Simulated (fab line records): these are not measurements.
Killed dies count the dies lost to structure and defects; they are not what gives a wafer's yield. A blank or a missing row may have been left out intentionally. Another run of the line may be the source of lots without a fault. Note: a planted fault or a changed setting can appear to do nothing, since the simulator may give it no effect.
Which tool is to blame? || flow nand harc || 11 lots, 33 wafers sampled, at 3 steps of a route of 1159

== WHAT THE GAUGES SHOWED, per wafer ==
NHARC_A_SLIT_OVL_MEAS_10.
{"lot": "L074", "measured": "day 14 09:35", "on": "overlay-02", "overlay x nm (nm)": "-1.1 -1.5 -1.0"}
{"lot": "L076", "measured": "day 14 18:37", "on": "overlay-01", "overlay x nm (nm)": "0.1 0.1 0.3"}
{"lot": "L078", "measured": "day 14 18:22", "on": "overlay-01", "overlay x nm (nm)": "-0.7 -0.7 -0.6"}
{"lot": "L083", "measured": "day 16 17:47", "on": "overlay-01", "overlay x nm (nm)": "-1.2 -0.8 -0.9"}
{"lot": "L084", "measured": "day 16 17:37", "on": "overlay-01", "overlay x nm (nm)": "0.5 0.9 0.6"}
{"lot": "L085", "measured": "day 17 13:52", "on": "overlay-02", "overlay x nm (nm)": "-1.9 -1.4 -1.8"}
{"lot": "L089", "measured": "day 17 14:42", "on": "overlay-02", "overlay x nm (nm)": "2.3 2.1 1.8"}
{"lot": "L090", "measured": "day 18 08:16", "on": "overlay-02", "overlay x nm (nm)": "0.1 -0.4 -0.4"}
{"lot": "L092", "measured": "day 19 06:32", "on": "overlay-02", "overlay x nm (nm)": "0.3 0.1 0.3"}
{"lot": "L093", "measured": "day 19 15:29", "on": "overlay-01", "overlay x nm (nm)": "1.7 1.2 1.9"}
{"lot": "L097", "measured": "day 20 13:47", "on": "overlay-02", "overlay x nm (nm)": "-1.3 -1.5 -1.6"}

== TOOL THAT RAN EACH LOT (tool first, then ch and the chambers of the sampled wafers, then the start) ==
{"lot": "L074", "NHARC_A_SGD_CUT_ETCH_59": "rie diel-04 ch 0,2, day 14 08:58 or earlier", "NHARC_A_SLIT_DEP_23": "pecvd-03 ch 0,1,2, day 14 08:58"}
{"lot": "L076", "NHARC_A_SGD_CUT_ETCH_59": "rie diel-06 ch 0,2,3, day 14 17:51 or earlier", "NHARC_A_SLIT_DEP_23": "pecvd-04 ch 1,2, day 14 17:51"}
{"lot": "L078", "NHARC_A_SGD_CUT_ETCH_59": "rie diel-09 ch 0,1,2, day 14 17:39 or earlier", "NHARC_A_SLIT_DEP_23": "pecvd-03 ch 0,2, day 14 17:39"}
{"lot": "L083", "NHARC_A_SGD_CUT_ETCH_59": "rie diel-06 ch 0,2,3, day 16 17:03 or earlier", "NHARC_A_SLIT_DEP_23": "pecvd-03 ch 0,1,2, day 16 17:03"}
{"lot": "L084", "NHARC_A_SGD_CUT_ETCH_59": "rie diel-09 ch 0,2,3, day 16 16:55 or earlier", "NHARC_A_SLIT_DEP_23": "pecvd-03 ch 1,2, day 16 16:55"}
{"lot": "L085", "NHARC_A_SGD_CUT_ETCH_59": "rie diel-09 ch 1,2,3, day 17 13:06 or earlier", "NHARC_A_SLIT_DEP_23": "pecvd-04 ch 1,2, day 17 13:06"}
{"lot": "L089", "NHARC_A_SGD_CUT_ETCH_59": "rie diel-06 ch 0,2, day 17 13:58 or earlier", "NHARC_A_SLIT_DEP_23": "pecvd-04 ch 0,1, day 17 13:58"}
{"lot": "L090", "NHARC_A_SGD_CUT_ETCH_59": "rie diel-04 ch 1,2, day 18 07:35 or earlier", "NHARC_A_SLIT_DEP_23": "pecvd-03 ch 0,2, day 18 07:35"}
{"lot": "L092", "NHARC_A_SGD_CUT_ETCH_59": "rie diel-04 ch 0,2,3, day 19 05:50 or earlier", "NHARC_A_SLIT_DEP_23": "pecvd-02 ch 0,1,2, day 19 05:50"}
{"lot": "L093", "NHARC_A_SGD_CUT_ETCH_59": "rie diel-04 ch 0,2, day 19 14:41 or earlier", "NHARC_A_SLIT_DEP_23": "pecvd-03 ch 0,1,2, day 19 14:41"}
{"lot": "L097", "NHARC_A_SGD_CUT_ETCH_59": "rie diel-06 ch 0,1,3, day 20 13:08 or earlier", "NHARC_A_SLIT_DEP_23": "pecvd-04 ch 0,1, day 20 13:08"}
- NHARC_A_SGD_CUT_ETCH_59: etches the open film in N2/H2, target depth 260 nm, time 406.25 s.
- NHARC_A_SLIT_DEP_23: deposits SiON, target thk 100 nm.

== THE ANSWER, worked out from the rows above alone ==
Rule: the lots themselves supply what counts as usual. The widest of any qualifying gaps counts: lots, ordered by their means at a reading, are off when they make up no more than a third of the lots, leave a main group of 4 or more, and stand apart from it by 3 or more times the standard deviation of that group's means. If all means in a main group match to the digits the tables above print for the reading, that group is not used. Also off: a lot with no number at a reading for which 4 or more lots have one. Any other lot the step has rows for is counted as sound.
No lot is off at any reading shown: from this, nothing can be told.

== WHAT THE SIMULATOR HAD PUT IN ==
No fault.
